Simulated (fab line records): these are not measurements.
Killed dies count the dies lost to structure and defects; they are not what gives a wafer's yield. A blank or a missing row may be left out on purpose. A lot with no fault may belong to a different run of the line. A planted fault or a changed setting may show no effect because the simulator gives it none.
Chamber matching / flow n5-finfet / 3 sister chambers for N5_GATE_CUT_HM_DEP_46 on pecvd-02
The step deposits SiO2 from TEOS/O2, target thk 130 nm, time 26.6 s. 14 wafers are shown with their chamber, then 7 later ones without.

== WAFERS, EACH WITH ITS CHAMBER ==
wafer=L074.1; chamber=1; heater-power-w (W)=615; showerhead-plenum-p-Torr (Torr)=8.30; throttle-valve-pct (%)=18.0
wafer=L074.3; chamber=2; heater-power-w (W)=734; showerhead-plenum-p-Torr (Torr)=8.40; throttle-valve-pct (%)=18.8
wafer=L074.6; chamber=1; heater-power-w (W)=624; showerhead-plenum-p-Torr (Torr)=8.31; throttle-valve-pct (%)=18.2
wafer=L078.1; chamber=0; heater-power-w (W)=668; showerhead-plenum-p-Torr (Torr)=8.40; throttle-valve-pct (%)=18.2
wafer=L078.3; chamber=2; heater-power-w (W)=719; showerhead-plenum-p-Torr (Torr)=8.38; throttle-valve-pct (%)=18.6
wafer=L078.5; chamber=0; heater-power-w (W)=664; showerhead-plenum-p-Torr (Torr)=8.40; throttle-valve-pct (%)=17.8
wafer=L079.1; chamber=0; heater-power-w (W)=645; showerhead-plenum-p-Torr (Torr)=8.39; throttle-valve-pct (%)=18.3
wafer=L079.5; chamber=0; heater-power-w (W)=623; showerhead-plenum-p-Torr (Torr)=8.37; throttle-valve-pct (%)=18.2
wafer=L079.6; chamber=1; heater-power-w (W)=566; showerhead-plenum-p-Torr (Torr)=8.33; throttle-valve-pct (%)=18.2
wafer=L081.4; chamber=2; heater-power-w (W)=725; showerhead-plenum-p-Torr (Torr)=8.39; throttle-valve-pct (%)=19.1
wafer=L081.5; chamber=0; heater-power-w (W)=712; showerhead-plenum-p-Torr (Torr)=8.40; throttle-valve-pct (%)=18.2
wafer=L081.6; chamber=1; heater-power-w (W)=585; showerhead-plenum-p-Torr (Torr)=8.33; throttle-valve-pct (%)=18.5
wafer=L085.2; chamber=2; heater-power-w (W)=721; showerhead-plenum-p-Torr (Torr)=8.36; throttle-valve-pct (%)=19.1
wafer=L085.3; chamber=1; heater-power-w (W)=553; showerhead-plenum-p-Torr (Torr)=8.30; throttle-valve-pct (%)=18.3

SIGNATURES (averages over the wafers above)
reading=heater-power-w; chamber 0=662.40; chamber 1=588.60; chamber 2=724.75; scatter within a chamber=27.3
reading=showerhead-plenum-p-Torr; chamber 0=8.3920; chamber 1=8.3140; chamber 2=8.3825; scatter within a chamber=0.015
reading=throttle-valve-pct; chamber 0=18.140; chamber 1=18.240; chamber 2=18.900; scatter within a chamber=0.205
Rule: for a wafer and a chamber, the distance is found by dividing, reading by reading, the gap between the wafer's reading and the chamber's mean by the reading's scatter, squaring, summing and taking the root. If the next closest chamber is less than 2 further off than the closest, the wafer can't be placed; otherwise it belongs to the closest. The scatter is the square root of a quotient: the sum, over the shown wafers, of each reading's squared deviation from its chamber's mean, divided by wafers minus chambers.

== WAFERS WHOSE CHAMBER IS MISSING ==
wafer=L085.4; heater-power-w (W)=712; showerhead-plenum-p-Torr (Torr)=8.35; throttle-valve-pct (%)=18.9
wafer=L093.3; heater-power-w (W)=681; showerhead-plenum-p-Torr (Torr)=8.40; throttle-valve-pct (%)=18.1
wafer=L093.4; heater-power-w (W)=685; showerhead-plenum-p-Torr (Torr)=8.37; throttle-valve-pct (%)=19.3
wafer=L093.6; heater-power-w (W)=703; showerhead-plenum-p-Torr (Torr)=8.37; throttle-valve-pct (%)=17.9
wafer=L097.1; heater-power-w (W)=691; showerhead-plenum-p-Torr (Torr)=8.39; throttle-valve-pct (%)=19.5
wafer=L097.2; heater-power-w (W)=709; showerhead-plenum-p-Torr (Torr)=8.36; throttle-valve-pct (%)=18.3
wafer=L097.5; heater-power-w (W)=706; showerhead-plenum-p-Torr (Torr)=8.38; throttle-valve-pct (%)=19.2

== CHAMBER TAKEN BY EACH ==
wafer=L085.4; from the rows above=2; in truth=2
wafer=L093.3; from the rows above=0; in truth=0
wafer=L093.4; from the rows above=2; in truth=2
wafer=L093.6; from the rows above=0; in truth=0
wafer=L097.1; from the rows above=2; in truth=2
wafer=L097.2; from the rows above=can't be placed: 0 or 2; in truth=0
wafer=L097.5; from the rows above=2; in truth=2
Placed correctly: 6 of 7. Unplaceable from these rows: 1, with the true chamber sitting among the candidates in 1. 0 placed wrongly.
